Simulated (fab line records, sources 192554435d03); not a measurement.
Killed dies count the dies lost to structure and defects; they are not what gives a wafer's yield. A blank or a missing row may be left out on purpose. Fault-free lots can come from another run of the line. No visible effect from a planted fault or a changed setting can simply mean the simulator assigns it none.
Matching of chambers | flow n5Finfet | N5_BEOL_M7_STRIP_67 on rieDiel-01: 4 sister chambers
The step strips in CF4. 20 wafers are shown with their chamber, then 10 later ones without.

WAFERS WITH THEIR CHAMBER
wafer  | chamber | showerheadPlenumPTorr (Torr) | drypumpMotorCurrentA (A) | throttleValvePct (%)
L075.3 | 1       | 1.82                         | 6.0                      | 13.18
L075.4 | 0       | 1.85                         | 5.3                      | 14.12
L075.6 | 0       | 1.85                         | 5.3                      | 14.10
L080.1 | 3       | 1.72                         | 5.8                      | 13.66
L080.2 | 0       | 1.84                         | 5.3                      | 13.53
L080.4 | 1       | 1.82                         | 6.0                      | 13.19
L082.1 | 3       | 1.72                         | 5.8                      | 13.66
L082.2 | 2       | 1.78                         | 6.3                      | 13.74
L082.3 | 0       | 1.84                         | 5.3                      | 13.55
L084.1 | 3       | 1.72                         | 5.8                      | 13.68
L084.2 | 1       | 1.82                         | 6.0                      | 13.22
L084.3 | 0       | 1.84                         | 5.3                      | 13.57
L084.4 | 2       | 1.78                         | 6.2                      | 13.75
L084.5 | 0       | 1.84                         | 5.3                      | 13.55
L084.6 | 1       | 1.82                         | 6.0                      | 13.24
L088.1 | 1       | 1.82                         | 6.0                      | 13.23
L088.3 | 0       | 1.84                         | 5.2                      | 13.58
L088.5 | 1       | 1.82                         | 6.0                      | 13.24
L091.1 | 1       | 1.82                         | 6.0                      | 13.26
L091.2 | 3       | 1.72                         | 5.8                      | 13.73

SIGNATURES, as means of the wafers listed above
reading               | chamber 0 | chamber 1 | chamber 2 | chamber 3 | scatter within a chamber
showerheadPlenumPTorr | 1.8429    | 1.8200    | 1.7800    | 1.7200    | 0.00299
drypumpMotorCurrentA  | 5.286     | 6.000     | 6.250     | 5.800     | 0.0291
throttleValvePct      | 13.7143   | 13.2229   | 13.7450   | 13.6825   | 0.167
Rule: for each reading, subtract the chamber's mean from the wafer's reading, divide by that reading's scatter and square the result; add these up over the readings and take the root, which gives the wafer's distance from the chamber. If the next closest chamber is less than 2 further off than the closest, the wafer can't be placed; otherwise it belongs to the closest. How the scatter is found: for the shown wafers, subtract from each reading the mean of its chamber, square and add these, divide the total by (wafers less chambers), then take the root.

WAFERS WITH NO CHAMBER GIVEN
wafer  | showerheadPlenumPTorr (Torr) | drypumpMotorCurrentA (A) | throttleValvePct (%)
L091.6 | 1.72                         | 5.8                      | 13.73
L092.1 | 1.84                         | 5.3                      | 13.60
L092.3 | 1.77                         | 6.3                      | 13.80
L092.4 | 1.81                         | 6.0                      | 13.26
L093.2 | 1.72                         | 5.8                      | 13.74
L093.4 | 1.77                         | 6.3                      | 13.77
L093.5 | 1.81                         | 6.0                      | 13.25
L097.1 | 1.83                         | 5.3                      | 13.60
L097.3 | 1.77                         | 6.2                      | 13.80
L097.5 | 1.71                         | 5.8                      | 13.73

THE CHAMBER EACH PASSED THROUGH
wafer  | from the rows above | in truth
L091.6 | 3                   | 3
L092.1 | 0                   | 0
L092.3 | 2                   | 2
L092.4 | 1                   | 1
L093.2 | 3                   | 3
L093.4 | 2                   | 2
L093.5 | 1                   | 1
L097.1 | 0                   | 0
L097.3 | 2                   | 2
L097.5 | 3                   | 3
10 of 10 placed correctly. Not placeable from these rows: 0. Number placed wrongly: 0.
